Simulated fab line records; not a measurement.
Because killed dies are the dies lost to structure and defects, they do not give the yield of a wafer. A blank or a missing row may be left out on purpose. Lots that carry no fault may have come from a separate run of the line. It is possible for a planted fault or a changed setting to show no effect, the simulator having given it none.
fab line records -- flow nand-harc
record lots=24, wafers=72, last-day=33
route steps=1302 shown A_M0@1151 A_M1@1194 A_BONDPAD@1226
lots with no fault: from the same line, run without faults
start-h: start of the lot's first displayed wafer, in hours after the record's first day -- wait-h: hours from the lot's prior step to this one -- " as in the row above -- L1.1+2: a row that stands for several wafers -- - no value present, or no start provided -- * or withheld: withheld -- < > ~ a bound
route shown NAME@n: NAME is a module with steps in the file, n the number in the route of the first one -- usual: mean/standard deviation taken from wafers without a fault -- same: alike in all rows -- chamber/n: place in a boat -- sites: readings site by site -- _std_site: the standard deviation of these -- _edge_site: mean of outer sites minus mean of inner sites -- radius-mm: for every site, how far away it sits from the centre of the wafer -- mask NAME#n: copy n -- behind: the most recent tool/chamber to have shaped the wafer -- hold: why the lot went on hold/how many hours it stayed there/how the hold came to an end -- device: whichever transistor did not switch (one of n, p or np) -- end of line: the tests these same wafers got at the end of their route -- step lacking rows: just its recipe -- killed: count of dies lost to structure and defects at first sort (not the wafer's yield) -- map: per-die view of a wafer (x killed, . not killed, _ where there is no die)
set.NAME: setting as actually run; set.NAME@STEP: the setting as run at that earlier step -- model.NAME: the simulator's own value behind a step, which no gauge read
steps of the route over a sample of lots; a table a step, a row a wafer
services: from which hour (start-h, from the record's first day; less than 0 if before it) a tool's chamber was out of use, for how many hours, and why
## steps
# step NHARC_A_M0_ETCH_34
# recipe target-depth-a=400, overetch-a=120, time-s=43.94, ion-energy-ev=200, n2-flow-sccm=150, h2-flow-sccm=150, ar-flow-sccm=0, rf-w=400, bias-w=150, chemistry=N2/H2
# usual drypump-motor-current-A=5.6/0.51, n2-flow-sccm=150.0/0.4, oes-product-au=1.001/0.0061, rf-vpp-V=430.9/2.8, showerhead-plenum-p-Torr=2.06/0.098, throttle-valve-pct=14.170/0.0088
lot.wafer,tool,chamber,start-h,wait-h,drypump-motor-current-A,n2-flow-sccm,oes-product-au,rf-hours-counter-h,rf-vpp-V,showerhead-plenum-p-Torr,throttle-valve-pct
L074.3,rie-diel-05,1,541.99,0.1,6.0,149.4,0.999,6.7,430.7,2.03,14.154
L074.2,rie-diel-05,3,541.99,0.1,5.5,150.7,0.991,7.5,435.2,2.17,14.164
L074.6,rie-diel-05,0,541.99,0.1,5.5,150.2,1.005,-,433.1,2.14,14.182
L077.2,rie-diel-05,3,543.41,0.1,5.5,150.5,0.992,7.5,433.7,2.17,14.162
L077.5,rie-diel-05,0,543.41,0.1,5.4,149.5,0.996,-,433.0,2.14,14.173
L077.4,rie-diel-05,1,543.41,0.1,6.0,150.0,1.003,-,429.8,2.03,14.169
L075.2,rie-diel-06,2,545.45,0.1,6.1,149.9,1.003,2.5,425.1,1.91,14.169
L075.3,rie-diel-06,0,545.45,0.1,5.0,150.0,0.997,2.4,430.1,2.07,14.165
L075.5,rie-diel-06,3,545.45,0.1,5.9,150.7,0.992,-,428.5,1.94,14.152
L076.4,rie-diel-06,0,548.94,0.1,5.0,150.5,1.002,2.5,430.1,2.07,14.164
L076.2,rie-diel-06,3,548.94,0.1,5.9,149.4,1.001,2.7,428.5,1.94,14.156
L076.6,rie-diel-06,0,548.94,0.1,5.0,150.1,1.005,-,431.2,2.07,14.164
L078.2,rie-diel-03,0,569.17,0.1,6.6,149.6,1.010,4.5,433.4,2.12,14.158
L078.5,rie-diel-03,1,569.17,0.1,6.2,150.2,1.006,-,430.1,2.01,14.174
L078.6,rie-diel-03,2,569.17,0.1,5.0,150.3,0.995,-,430.5,2.04,14.170
L079.3,rie-diel-05,0,571.52,0.1,5.5,150.4,0.996,9.4,432.8,2.14,14.186
L079.6,rie-diel-05,0,571.52,0.1,5.5,151.3,0.998,-,432.8,2.14,14.171
L079.5,rie-diel-05,1,571.52,0.1,6.0,149.6,1.003,-,430.8,2.03,14.195
L080.4,rie-diel-03,2,580.60,0.1,5.0,150.0,1.000,4.9,429.7,2.04,14.170
L080.1,rie-diel-03,0,580.60,0.1,6.6,150.6,1.011,5.1,433.2,2.12,14.168
L080.2,rie-diel-03,1,580.60,0.1,6.1,150.0,1.012,5.4,431.2,2.01,14.171
L081.3,rie-diel-05,1,598.21,0.1,6.0,150.1,1.000,0.2,429.8,2.03,14.168
L081.2,rie-diel-05,0,598.21,0.1,5.5,150.4,0.996,0.2,433.6,2.14,14.153
L081.5,rie-diel-05,2,598.21,0.1,5.7,150.1,0.992,-,434.4,2.20,14.169
L082.4,rie-diel-06,2,606.03,0.1,6.1,149.5,0.999,5.4,427.9,1.91,14.179
L082.2,rie-diel-06,3,606.03,0.1,5.9,149.7,1.005,5.4,427.9,1.94,14.177
L082.6,rie-diel-06,1,606.03,0.1,4.7,150.1,1.005,-,433.2,2.14,14.166
L083.1,rie-diel-06,1,610.69,0.1,4.7,149.9,1.010,5.0,433.1,2.14,14.153
L083.2,rie-diel-06,3,610.69,0.1,5.9,150.3,1.006,5.4,427.4,1.94,14.179
L083.6,rie-diel-06,2,610.69,0.1,6.1,149.9,1.007,-,429.5,1.91,14.176
L084.4,rie-diel-05,3,613.97,0.1,5.5,150.4,0.999,0.3,432.5,2.17,14.172
L084.5,rie-diel-05,2,613.97,0.1,5.7,150.2,0.997,-,434.8,2.20,14.169
L084.6,rie-diel-05,3,613.97,0.1,5.5,149.9,1.005,-,433.0,2.17,14.182
L086.2,rie-diel-05,3,617.85,0.1,5.5,150.7,1.007,0.9,433.9,2.17,14.168
L086.5,rie-diel-05,0,617.85,0.1,5.5,150.4,0.993,-,431.6,2.14,14.171
L086.6,rie-diel-05,1,617.85,0.1,6.0,149.7,0.996,-,431.0,2.03,14.166
L085.2,rie-diel-06,3,628.11,0.1,5.9,150.5,0.999,6.6,425.6,1.94,14.171
L085.6,rie-diel-06,1,628.11,0.1,4.7,150.0,0.999,-,434.7,2.14,14.170
L085.5,rie-diel-06,3,628.11,0.1,5.9,150.4,1.004,-,427.9,1.94,14.178
L087.2,rie-diel-06,3,655.43,0.1,5.9,150.0,0.996,8.2,428.4,1.94,14.161
L087.6,rie-diel-06,2,655.43,0.1,6.1,149.4,0.999,-,425.9,1.91,14.166
L087.5,rie-diel-06,3,655.43,0.1,5.9,150.5,0.993,-,428.3,1.94,14.170
L088.1,rie-diel-05,1,659.59,0.1,6.0,150.5,0.995,4.9,431.2,2.03,14.173
L088.6,rie-diel-05,0,659.59,0.1,5.5,149.9,1.012,-,434.1,2.14,14.176
L088.4,rie-diel-05,2,659.59,0.1,5.6,149.6,0.999,-,434.5,2.20,14.178
L089.2,rie-diel-06,2,660.99,0.1,6.1,149.6,1.010,8.7,426.1,1.91,14.184
L089.1,rie-diel-06,1,660.99,0.1,4.7,149.9,1.003,8.3,434.2,2.14,14.158
L089.5,rie-diel-06,2,660.99,0.1,6.1,149.7,1.012,-,428.0,1.91,14.173
L090.3,rie-diel-03,2,690.48,0.1,5.0,150.2,1.000,1.3,431.2,2.04,14.168
L090.4,rie-diel-03,3,690.48,0.1,5.6,150.1,0.991,1.2,430.2,2.00,14.170
L090.6,rie-diel-03,2,690.48,0.1,5.0,150.2,1.009,-,431.1,2.04,14.166
L093.1,rie-diel-06,2,703.21,0.1,6.1,149.9,1.001,1.6,426.5,1.91,14.180
L093.2,rie-diel-06,3,703.21,0.1,5.9,149.3,1.006,1.4,427.7,1.94,14.170
L093.6,rie-diel-06,2,703.21,0.1,6.1,149.4,0.998,-,426.9,1.91,14.161
L092.1,rie-diel-03,0,704.14,0.1,6.5,150.1,1.005,2.4,433.3,2.12,14.182
L092.4,rie-diel-03,3,704.14,0.1,5.6,150.7,0.995,2.6,429.6,2.00,14.170
L092.6,rie-diel-03,0,704.14,0.1,6.5,150.4,0.994,-,433.1,2.12,14.171
L091.1,rie-diel-05,0,707.00,0.1,5.5,149.8,1.004,6.2,432.6,2.14,14.163
L091.3,rie-diel-05,2,707.00,0.1,5.7,149.3,0.999,6.5,433.1,2.20,14.184
L091.6,rie-diel-05,1,707.00,0.1,6.0,149.6,0.995,-,428.9,2.03,14.176
L094.2,rie-diel-06,2,710.74,0.1,6.1,149.9,1.000,2.1,425.1,1.91,14.178
L094.1,rie-diel-06,0,710.74,0.1,5.0,149.8,1.001,1.8,429.6,2.07,14.173
L094.6,rie-diel-06,2,710.74,0.1,6.1,150.1,0.999,-,427.2,1.91,14.182
L095.2,rie-diel-06,3,736.35,0.1,5.9,149.4,0.994,3.3,427.9,1.94,14.170
L095.4,rie-diel-06,1,736.35,0.1,4.7,150.2,0.994,3.5,432.6,2.14,14.181
L095.5,rie-diel-06,3,736.35,0.1,5.9,150.2,1.010,-,426.6,1.94,14.169
L096.4,rie-diel-05,2,744.06,0.1,5.7,149.3,0.992,10.0,434.0,2.20,14.162
L096.2,rie-diel-05,3,744.06,0.1,5.5,149.1,1.001,6.2,434.6,2.17,14.163
L096.3,rie-diel-05,0,744.06,0.1,5.5,149.4,0.997,8.8,432.5,2.14,14.182
L097.1,rie-diel-06,2,745.28,0.1,6.1,150.2,1.009,3.6,426.3,1.91,14.173
L097.3,rie-diel-06,0,745.28,0.1,5.0,149.7,1.002,3.4,430.6,2.07,14.153
L097.6,rie-diel-06,1,745.28,0.1,4.7,150.3,0.995,-,435.1,2.14,14.164
# step NHARC_A_M0_DEGAS_28
# recipe temp-c=250, time-s=60
# usual heater-power-w=327/36
lot.wafer,tool,chamber,start-h,wait-h,heater-power-w
L074.3,pvd-sputter-02,-,542.84,-,293
L074.2,pvd-sputter-02,-,542.84,-,351
L074.6,pvd-sputter-02,-,542.84,-,249
L077.2,pvd-sputter-02,-,544.28,-,337
L077.4,pvd-sputter-02,-,544.28,-,298
L077.5,pvd-sputter-02,-,544.28,-,306
L075.3,pvd-sputter-01,-,546.29,-,346
L075.2,pvd-sputter-01,-,546.29,-,285
L075.5,pvd-sputter-01,-,546.29,-,341
L076.2,pvd-sputter-03,-,549.78,-,341
L076.4,pvd-sputter-03,-,549.78,-,356
L076.6,pvd-sputter-03,-,549.78,-,410
L078.2,pvd-sputter-01,-,570.06,-,349
L078.5,pvd-sputter-01,-,570.06,-,338
L078.6,pvd-sputter-01,-,570.06,-,360
L079.3,pvd-sputter-03,-,572.39,-,336
L079.6,pvd-sputter-03,-,572.39,-,361
L079.5,pvd-sputter-03,-,572.39,-,323
L080.1,pvd-sputter-03,-,581.44,-,324
L080.4,pvd-sputter-03,-,581.44,-,403
L080.2,pvd-sputter-03,-,581.44,-,336
L081.3,pvd-sputter-02,-,599.05,-,314
L081.2,pvd-sputter-02,-,599.05,-,259
L081.5,pvd-sputter-02,-,599.05,-,313
L082.4,pvd-sputter-01,-,606.86,-,352
L082.2,pvd-sputter-01,-,606.86,-,336
L082.6,pvd-sputter-01,-,606.86,-,337
L083.2,pvd-sputter-02,-,611.52,-,314
L083.1,pvd-sputter-02,-,611.52,-,291
L083.6,pvd-sputter-02,-,611.52,-,342
L084.4,pvd-sputter-01,-,614.79,-,342
L084.6,pvd-sputter-01,-,614.79,-,335
L084.5,pvd-sputter-01,-,614.79,-,340
L086.2,pvd-sputter-01,-,618.67,-,338
L086.6,pvd-sputter-01,-,618.67,-,288
L086.5,pvd-sputter-01,-,618.67,-,344
L085.2,pvd-sputter-01,-,628.96,-,333
L085.6,pvd-sputter-01,-,628.96,-,342
L085.5,pvd-sputter-01,-,628.96,-,335
L087.2,pvd-sputter-01,-,656.30,-,338
L087.5,pvd-sputter-01,-,656.30,-,343
L087.6,pvd-sputter-01,-,656.30,-,359
L088.1,pvd-sputter-01,-,660.49,-,288
L088.4,pvd-sputter-01,-,660.49,-,347
L088.6,pvd-sputter-01,-,660.49,-,369
L089.1,pvd-sputter-02,-,661.90,-,302
L089.2,pvd-sputter-02,-,661.90,-,358
L089.5,pvd-sputter-02,-,661.90,-,304
L090.3,pvd-sputter-02,-,691.30,-,359
L090.4,pvd-sputter-02,-,691.30,-,303
L090.6,pvd-sputter-02,-,691.30,-,354
L093.2,pvd-sputter-01,-,704.04,-,295
L093.1,pvd-sputter-01,-,704.04,-,338
L093.6,pvd-sputter-01,-,704.04,-,289
L092.4,pvd-sputter-01,-,704.99,-,337
L092.1,pvd-sputter-01,-,704.99,-,339
L092.6,pvd-sputter-01,-,704.99,-,357
L091.1,pvd-sputter-02,-,707.83,-,293
L091.3,pvd-sputter-02,-,707.83,-,253
L091.6,pvd-sputter-02,-,707.83,-,290
L094.2,pvd-sputter-01,-,711.63,-,333
L094.1,pvd-sputter-01,-,711.63,-,367
L094.6,pvd-sputter-01,-,711.63,-,333
L095.4,pvd-sputter-02,-,737.18,-,362
L095.2,pvd-sputter-02,-,737.18,-,258
L095.5,pvd-sputter-02,-,737.18,-,362
L096.4,pvd-sputter-03,-,744.94,-,318
L096.2,pvd-sputter-03,-,744.94,-,309
L096.3,pvd-sputter-03,-,744.94,-,382
L097.3,pvd-sputter-03,-,746.15,-,324
L097.1,pvd-sputter-03,-,746.15,-,338
L097.6,pvd-sputter-03,-,746.15,-,388
# step NHARC_A_M0_PRE_CLEAN_29
# recipe time-s=30, temp-c=280, gas=H2/He
# usual heater-power-w=400/45
lot.wafer,tool,chamber,start-h,wait-h,heater-power-w
L074.2,pvd-sputter-02,-,-,-,379
L074.3,pvd-sputter-02,-,-,-,361
L074.6,pvd-sputter-02,-,-,-,309
L077.2,pvd-sputter-02,-,-,-,304
L077.4,pvd-sputter-02,-,-,-,419
L077.5,pvd-sputter-02,-,-,-,374
L075.2,pvd-sputter-01,-,-,-,416
L075.3,pvd-sputter-01,-,-,-,426
L075.5,pvd-sputter-01,-,-,-,422
L076.4,pvd-sputter-03,-,-,-,418
L076.2,pvd-sputter-03,-,-,-,443
L076.6,pvd-sputter-03,-,-,-,500
L078.2,pvd-sputter-01,-,-,-,431
L078.6,pvd-sputter-01,-,-,-,425
L078.5,pvd-sputter-01,-,-,-,429
L079.3,pvd-sputter-03,-,-,-,454
L079.6,pvd-sputter-03,-,-,-,453
L079.5,pvd-sputter-03,-,-,-,385
L080.4,pvd-sputter-03,-,-,-,423
L080.2,pvd-sputter-03,-,-,-,445
L080.1,pvd-sputter-03,-,-,-,504
L081.2,pvd-sputter-02,-,-,-,318
L081.3,pvd-sputter-02,-,-,-,359
L081.5,pvd-sputter-02,-,-,-,384
L082.2,pvd-sputter-01,-,-,-,415
L082.4,pvd-sputter-01,-,-,-,460
L082.6,pvd-sputter-01,-,-,-,415
L083.2,pvd-sputter-02,-,-,-,417
L083.1,pvd-sputter-02,-,-,-,371
L083.6,pvd-sputter-02,-,-,-,419
L084.4,pvd-sputter-01,-,-,-,415
L084.5,pvd-sputter-01,-,-,-,449
L084.6,pvd-sputter-01,-,-,-,357
L086.2,pvd-sputter-01,-,-,-,367
L086.6,pvd-sputter-01,-,-,-,369
L086.5,pvd-sputter-01,-,-,-,420
L085.2,pvd-sputter-01,-,-,-,364
L085.6,pvd-sputter-01,-,-,-,416
L085.5,pvd-sputter-01,-,-,-,462
L087.2,pvd-sputter-01,-,-,-,361
L087.5,pvd-sputter-01,-,-,-,407
L087.6,pvd-sputter-01,-,-,-,453
L088.1,pvd-sputter-01,-,-,-,418
L088.4,pvd-sputter-01,-,-,-,350
L088.6,pvd-sputter-01,-,-,-,418
L089.2,pvd-sputter-02,-,-,-,315
L089.1,pvd-sputter-02,-,-,-,368
L089.5,pvd-sputter-02,-,-,-,363
L090.4,pvd-sputter-02,-,-,-,427
L090.3,pvd-sputter-02,-,-,-,356
L090.6,pvd-sputter-02,-,-,-,439
L093.2,pvd-sputter-01,-,-,-,420
L093.1,pvd-sputter-01,-,-,-,444
L093.6,pvd-sputter-01,-,-,-,413
L092.1,pvd-sputter-01,-,-,-,416
L092.4,pvd-sputter-01,-,-,-,424
L092.6,pvd-sputter-01,-,-,-,414
L091.3,pvd-sputter-02,-,-,-,311
L091.1,pvd-sputter-02,-,-,-,378
L091.6,pvd-sputter-02,-,-,-,381
L094.1,pvd-sputter-01,-,-,-,420
L094.2,pvd-sputter-01,-,-,-,457
L094.6,pvd-sputter-01,-,-,-,415
L095.4,pvd-sputter-02,-,-,-,321
L095.2,pvd-sputter-02,-,-,-,441
L095.5,pvd-sputter-02,-,-,-,357
L096.4,pvd-sputter-03,-,-,-,424
L096.3,pvd-sputter-03,-,-,-,386
L096.2,pvd-sputter-03,-,-,-,473
L097.1,pvd-sputter-03,-,-,-,395
L097.3,pvd-sputter-03,-,-,-,468
L097.6,pvd-sputter-03,-,-,-,400
# step NHARC_A_M0_PVD_21
# recipe target-thk-a=300, chamber-pressure-pa=5, power-w=5000, substrate-temp-c=30, time-s=20.49, material=Cu
# usual chamber-pressure-pa=4.999/0.01, throttle-valve-pct=30.0/1.3
lot.wafer,tool,chamber,start-h,wait-h,chamber-pressure-pa,throttle-valve-pct
L074.3,pvd-sputter-02,-,-,-,4.997,29.3
L074.2,pvd-sputter-02,-,-,-,4.996,32.8
L074.6,pvd-sputter-02,-,-,-,5.000,28.1
L077.2,pvd-sputter-02,-,-,-,4.998,32.7
L077.4,pvd-sputter-02,-,-,-,4.987,28.4
L077.5,pvd-sputter-02,-,-,-,4.996,32.7
L075.2,pvd-sputter-01,-,-,-,5.013,30.7
L075.3,pvd-sputter-01,-,-,-,5.008,28.3
L075.5,pvd-sputter-01,-,-,-,4.965,30.4
L076.2,pvd-sputter-03,-,-,-,4.975,31.0
L076.4,pvd-sputter-03,-,-,-,5.003,28.7
L076.6,pvd-sputter-03,-,-,-,4.994,28.5
L078.2,pvd-sputter-01,-,-,-,5.004,28.2
L078.5,pvd-sputter-01,-,-,-,5.003,30.7
L078.6,pvd-sputter-01,-,-,-,5.007,29.7
L079.3,pvd-sputter-03,-,-,-,5.005,29.4
L079.6,pvd-sputter-03,-,-,-,5.012,29.4
L079.5,pvd-sputter-03,-,-,-,4.981,30.7
L080.1,pvd-sputter-03,-,-,-,5.010,29.3
L080.2,pvd-sputter-03,-,-,-,4.988,30.7
L080.4,pvd-sputter-03,-,-,-,4.998,31.0
L081.3,pvd-sputter-02,-,-,-,5.019,28.2
L081.2,pvd-sputter-02,-,-,-,5.008,32.7
L081.5,pvd-sputter-02,-,-,-,5.018,28.1
L082.2,pvd-sputter-01,-,-,-,4.994,30.3
L082.4,pvd-sputter-01,-,-,-,5.014,30.8
L082.6,pvd-sputter-01,-,-,-,5.005,30.0
L083.2,pvd-sputter-02,-,-,-,4.992,27.8
L083.1,pvd-sputter-02,-,-,-,4.990,28.8
L083.6,pvd-sputter-02,-,-,-,5.005,29.3
L084.4,pvd-sputter-01,-,-,-,5.001,30.8
L084.5,pvd-sputter-01,-,-,-,5.020,31.9
L084.6,pvd-sputter-01,-,-,-,4.988,29.9
L086.2,pvd-sputter-01,-,-,-,4.981,28.7
L086.5,pvd-sputter-01,-,-,-,4.993,30.2
L086.6,pvd-sputter-01,-,-,-,5.002,30.8
L085.2,pvd-sputter-01,-,-,-,5.009,30.5
L085.5,pvd-sputter-01,-,-,-,5.000,28.8
L085.6,pvd-sputter-01,-,-,-,5.008,32.0
L087.2,pvd-sputter-01,-,-,-,5.002,30.3
L087.6,pvd-sputter-01,-,-,-,5.004,28.7
L087.5,pvd-sputter-01,-,-,-,4.999,31.7
L088.4,pvd-sputter-01,-,-,-,5.013,30.4
L088.1,pvd-sputter-01,-,-,-,4.990,32.2
L088.6,pvd-sputter-01,-,-,-,5.018,30.4
L089.1,pvd-sputter-02,-,-,-,4.994,29.6
L089.2,pvd-sputter-02,-,-,-,5.008,32.0
L089.5,pvd-sputter-02,-,-,-,4.998,29.6
L090.4,pvd-sputter-02,-,-,-,5.010,29.5
L090.3,pvd-sputter-02,-,-,-,5.002,31.8
L090.6,pvd-sputter-02,-,-,-,5.007,29.0
L093.1,pvd-sputter-01,-,-,-,4.994,30.5
L093.2,pvd-sputter-01,-,-,-,4.992,30.9
L093.6,pvd-sputter-01,-,-,-,5.005,30.9
L092.4,pvd-sputter-01,-,-,-,5.009,28.8
L092.1,pvd-sputter-01,-,-,-,5.006,30.4
L092.6,pvd-sputter-01,-,-,-,4.993,30.8
L091.3,pvd-sputter-02,-,-,-,5.002,31.6
L091.1,pvd-sputter-02,-,-,-,5.000,29.1
L091.6,pvd-sputter-02,-,-,-,4.990,32.2
L094.1,pvd-sputter-01,-,-,-,5.001,30.5
L094.2,pvd-sputter-01,-,-,-,5.003,31.7
L094.6,pvd-sputter-01,-,-,-,5.006,30.6
L095.4,pvd-sputter-02,-,-,-,4.983,29.7
L095.2,pvd-sputter-02,-,-,-,4.987,29.0
L095.5,pvd-sputter-02,-,-,-,4.996,29.8
L096.3,pvd-sputter-03,-,-,-,5.001,29.4
L096.4,pvd-sputter-03,-,-,-,5.011,30.7
L096.2,pvd-sputter-03,-,-,-,5.007,31.3
L097.1,pvd-sputter-03,-,-,-,4.997,31.4
L097.3,pvd-sputter-03,-,-,-,4.981,28.5
L097.6,pvd-sputter-03,-,-,-,4.984,30.8
# step NHARC_A_M1_ANNEAL_31
# recipe temp-c=225, time-s=90
# usual wafer_temp_C_max=225.58/0.17
lot.wafer,tool,chamber,start-h,wait-h,wafer_temp_C_max
L074.2,rtp-anneal-02,0,547.74,0.4,225.27
L074.3,rtp-anneal-02,0,547.74,0.4,225.51
L074.6,rtp-anneal-02,0,547.74,0.4,225.39
L077.2,rtp-anneal-02,0,549.25,-,225.52
L077.4,rtp-anneal-02,0,549.25,-,225.58
L077.5,rtp-anneal-02,0,549.25,-,225.44
L075.2,rtp-anneal-01,0,551.26,-,225.40
L075.3,rtp-anneal-01,0,551.26,-,225.60
L075.5,rtp-anneal-01,0,551.26,-,225.55
L076.2,rtp-anneal-02,0,554.59,0.3,225.81
L076.4,rtp-anneal-02,0,554.59,0.3,225.34
L076.6,rtp-anneal-02,0,554.59,0.3,225.82
L078.2,rtp-anneal-01,0,575.53,0.3,225.45
L078.5,rtp-anneal-01,0,575.53,0.3,225.32
L078.6,rtp-anneal-01,0,575.53,0.3,225.62
L079.3,rtp-anneal-01,0,577.24,-,225.73
L079.5,rtp-anneal-01,0,577.24,-,225.50
L079.6,rtp-anneal-01,0,577.24,-,225.54
L080.1,rtp-anneal-02,0,586.19,-,225.52
L080.2,rtp-anneal-02,0,586.19,-,225.56
L080.4,rtp-anneal-02,0,586.19,-,225.32
L081.2,rtp-anneal-01,0,605.64,0.3,225.52
L081.3,rtp-anneal-01,0,605.64,0.3,225.60
L081.5,rtp-anneal-01,0,605.64,0.3,225.70
L082.2,rtp-anneal-01,0,611.72,-,225.64
L082.4,rtp-anneal-01,0,611.72,-,225.73
L082.6,rtp-anneal-01,0,611.72,-,225.61
L083.1,rtp-anneal-01,0,616.54,0.3,225.59
L083.2,rtp-anneal-01,0,616.54,0.3,225.56
L083.6,rtp-anneal-01,0,616.54,0.3,225.24
L084.4,rtp-anneal-01,0,619.75,-,225.61
L084.5,rtp-anneal-01,0,619.75,-,225.67
L084.6,rtp-anneal-01,0,619.75,-,225.57
L086.2,rtp-anneal-01,0,623.61,0.3,225.66
L086.5,rtp-anneal-01,0,623.61,0.3,225.91
L086.6,rtp-anneal-01,0,623.61,0.3,225.46
L085.2,rtp-anneal-01,0,633.93,-,225.82
L085.5,rtp-anneal-01,0,633.93,-,225.76
L085.6,rtp-anneal-01,0,633.93,-,225.84
L087.2,rtp-anneal-02,0,661.19,-,225.66
L087.5,rtp-anneal-02,0,661.19,-,225.54
L087.6,rtp-anneal-02,0,661.19,-,225.44
L088.1,rtp-anneal-01,0,665.45,-,225.82
L088.4,rtp-anneal-01,0,665.45,-,225.95
L088.6,rtp-anneal-01,0,665.45,-,225.65
L089.1,rtp-anneal-02,0,666.84,0.3,225.73
L089.2,rtp-anneal-02,0,666.84,0.3,225.66
L089.5,rtp-anneal-02,0,666.84,0.3,225.83
L090.3,rtp-anneal-01,0,696.34,0.3,225.64
L090.4,rtp-anneal-01,0,696.34,0.3,225.55
L090.6,rtp-anneal-01,0,696.34,0.3,225.49
L093.1,rtp-anneal-02,0,709.31,0.3,225.74
L093.2,rtp-anneal-02,0,709.31,0.3,225.54
L093.6,rtp-anneal-02,0,709.31,0.3,225.71
L092.1,rtp-anneal-02,0,710.06,-,225.56
L092.4,rtp-anneal-02,0,710.06,-,225.35
L092.6,rtp-anneal-02,0,710.06,-,225.56
L091.1,rtp-anneal-02,0,712.78,-,225.29
L091.3,rtp-anneal-02,0,712.78,-,225.65
L091.6,rtp-anneal-02,0,712.78,-,225.59
L094.1,rtp-anneal-01,0,716.51,0.3,225.69
L094.2,rtp-anneal-01,0,716.51,0.3,225.48
L094.6,rtp-anneal-01,0,716.51,0.3,225.85
L095.2,rtp-anneal-02,0,742.12,-,225.71
L095.4,rtp-anneal-02,0,742.12,-,225.68
L095.5,rtp-anneal-02,0,742.12,-,225.80
L096.2,rtp-anneal-01,0,749.79,-,225.58
L096.3,rtp-anneal-01,0,749.79,-,225.32
L096.4,rtp-anneal-01,0,749.79,-,225.32
L097.1,rtp-anneal-01,0,751.22,0.3,225.27
L097.3,rtp-anneal-01,0,751.22,0.3,225.71
L097.6,rtp-anneal-01,0,751.22,0.3,225.23
# step NHARC_A_BONDPAD_PRE_CLEAN_26
# recipe time-s=30, temp-c=280, gas=H2/He
# usual heater-power-w=400/52
lot.wafer,tool,chamber,start-h,wait-h,heater-power-w
L074.2,pvd-sputter-03,-,-,-,443
L074.3,pvd-sputter-03,-,-,-,418
L074.6,pvd-sputter-03,-,-,-,444
L077.2,pvd-sputter-02,-,-,-,301
L077.4,pvd-sputter-02,-,-,-,380
L077.5,pvd-sputter-02,-,-,-,299
L075.2,pvd-sputter-02,-,-,-,311
L075.3,pvd-sputter-02,-,-,-,390
L075.5,pvd-sputter-02,-,-,-,300
L076.2,pvd-sputter-03,-,-,-,447
L076.4,pvd-sputter-03,-,-,-,498
L076.6,pvd-sputter-03,-,-,-,452
L078.2,pvd-sputter-03,-,-,-,407
L078.5,pvd-sputter-03,-,-,-,386
L078.6,pvd-sputter-03,-,-,-,505
L079.3,pvd-sputter-02,-,-,-,386
L079.6,pvd-sputter-02,-,-,-,361
L079.5,pvd-sputter-02,-,-,-,309
L080.4,pvd-sputter-03,-,-,-,388
L080.2,pvd-sputter-03,-,-,-,511
L080.1,pvd-sputter-03,-,-,-,410
L081.3,pvd-sputter-01,-,-,-,353
L081.2,pvd-sputter-01,-,-,-,417
L081.5,pvd-sputter-01,-,-,-,449
L082.4,pvd-sputter-02,-,-,-,389
L082.2,pvd-sputter-02,-,-,-,364
L082.6,pvd-sputter-02,-,-,-,306
L083.1,pvd-sputter-03,-,-,-,457
L083.2,pvd-sputter-03,-,-,-,404
L083.6,pvd-sputter-03,-,-,-,456
L084.4,pvd-sputter-01,-,-,-,413
L084.6,pvd-sputter-01,-,-,-,419
L084.5,pvd-sputter-01,-,-,-,404
L086.2,pvd-sputter-03,-,-,-,382
L086.5,pvd-sputter-03,-,-,-,384
L086.6,pvd-sputter-03,-,-,-,511
L085.2,pvd-sputter-02,-,-,-,418
L085.6,pvd-sputter-02,-,-,-,307
L085.5,pvd-sputter-02,-,-,-,374
L087.2,pvd-sputter-01,-,-,-,442
L087.5,pvd-sputter-01,-,-,-,428
L087.6,pvd-sputter-01,-,-,-,421
L088.1,pvd-sputter-03,-,-,-,503
L088.4,pvd-sputter-03,-,-,-,401
L088.6,pvd-sputter-03,-,-,-,494
L089.2,pvd-sputter-03,-,-,-,503
L089.1,pvd-sputter-03,-,-,-,421
L089.5,pvd-sputter-03,-,-,-,504
L090.3,pvd-sputter-02,-,-,-,363
L090.4,pvd-sputter-02,-,-,-,363
L090.6,pvd-sputter-02,-,-,-,435
L093.2,pvd-sputter-02,-,-,-,307
L093.1,pvd-sputter-02,-,-,-,438
L093.6,pvd-sputter-02,-,-,-,309
L092.4,pvd-sputter-02,-,-,-,439
L092.1,pvd-sputter-02,-,-,-,375
L092.6,pvd-sputter-02,-,-,-,363
L091.3,pvd-sputter-01,-,-,-,425
L091.1,pvd-sputter-01,-,-,-,424
L091.6,pvd-sputter-01,-,-,-,462
L094.2,pvd-sputter-02,-,-,-,364
L094.1,pvd-sputter-02,-,-,-,429
L094.6,pvd-sputter-02,-,-,-,318
L095.4,pvd-sputter-01,-,-,-,417
L095.2,pvd-sputter-01,-,-,-,412
L095.5,pvd-sputter-01,-,-,-,364
L096.3,pvd-sputter-03,-,-,-,413
L096.4,pvd-sputter-03,-,-,-,391
L096.2,pvd-sputter-03,-,-,-,481
L097.1,pvd-sputter-02,-,-,-,444
L097.3,pvd-sputter-02,-,-,-,319
L097.6,pvd-sputter-02,-,-,-,351
## services
tool,chamber,start-h,hours,kind
pvd-sputter-03,-,526.00,10.0,pm
pvd-sputter-03,-,541.48,3.7,repair
rie-diel-06,0,542.20,-,clean
rie-diel-06,1,542.20,-,clean
rie-diel-06,2,542.20,-,clean
rie-diel-06,3,542.20,-,clean
rie-diel-03,0,553.82,2.5,repair
pvd-sputter-01,-,582.04,10.0,pm
rie-diel-05,-,583.66,9.0,pm
pvd-sputter-02,-,587.36,6.5,repair
rie-diel-06,0,618.94,59.3,repair
pvd-sputter-02,-,626.81,1.1,repair
pvd-sputter-02,-,638.10,10.0,pm
rie-diel-03,-,645.41,9.0,pm
pvd-sputter-02,-,648.14,0.6,repair
rie-diel-05,3,653.22,13.8,repair
rie-diel-06,-,661.20,9.0,pm
pvd-sputter-02,-,693.56,4.2,repair
pvd-sputter-03,-,704.00,10.0,pm
rie-diel-05,3,708.86,11.9,repair
rie-diel-05,-,731.33,0.1,repair
rie-diel-03,3,739.42,9.9,repair
rtp-anneal-02,-,744.01,12.0,pm
rie-diel-03,-,751.84,34.1,repair
## key
fault none
